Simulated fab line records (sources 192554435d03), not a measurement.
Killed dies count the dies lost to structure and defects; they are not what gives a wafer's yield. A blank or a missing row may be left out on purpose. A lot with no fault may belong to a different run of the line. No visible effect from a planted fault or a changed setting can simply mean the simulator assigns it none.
Chamber matching    flow n5 finfet    3 sister chambers for N5_BEOL_M1_CVD_47 on cvd co-02
The step deposits Co from CCTBA/H2, target thk 3 nm, time 223.8 s. 14 wafers are shown with their chamber, then 7 later ones without.

== EACH WAFER AND ITS CHAMBER ==
wafer   chamber  run length s (s)
L314.1  2        247.2
L314.2  1        246.5
L314.3  0        248.0
L316.3  1        246.3
L316.4  2        247.4
L316.6  0        248.3
L321.1  2        247.1
L321.2  0        248.5
L321.5  2        247.1
L332.2  0        247.5
L332.5  2        247.1
L332.6  0        248.3
L335.2  1        247.2
L335.4  2        248.2

SIGNATURES, as means of the wafers listed above
reading       chamber 0  chamber 1  chamber 2  scatter within a chamber
run length s  248.120    246.667    247.350    0.425
Rule: a wafer's distance from a chamber is the root of the sum, over the readings, of the square of ((its reading less the chamber's mean) divided by the reading's scatter). The wafer belongs to the nearest chamber; if the next one is less than 2 further off, it can't be placed. The scatter is the square root of a quotient: the sum, over the shown wafers, of each reading's squared deviation from its chamber's mean, divided by wafers minus chambers.

== WAFERS WITH NO CHAMBER GIVEN ==
wafer   run length s (s)
L335.5  247.7
L336.1  247.2
L336.2  247.7
L336.4  247.7
L337.4  247.3
L337.5  246.3
L337.6  247.5

== CHAMBER TAKEN BY EACH ==
wafer   from the rows above           in truth
L335.5  can't be placed: 2 or 0 or 1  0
L336.1  can't be placed: 2 or 1 or 0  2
L336.2  can't be placed: 2 or 0 or 1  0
L336.4  can't be placed: 2 or 0 or 1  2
L337.4  can't be placed: 2 or 1 or 0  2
L337.5  can't be placed: 1 or 2       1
L337.6  can't be placed: 2 or 0 or 1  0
Correct placement for 0 of the 7. From these rows, 7 cannot be placed; in 7 the true chamber is one of the candidates. Placed wrongly: 0.
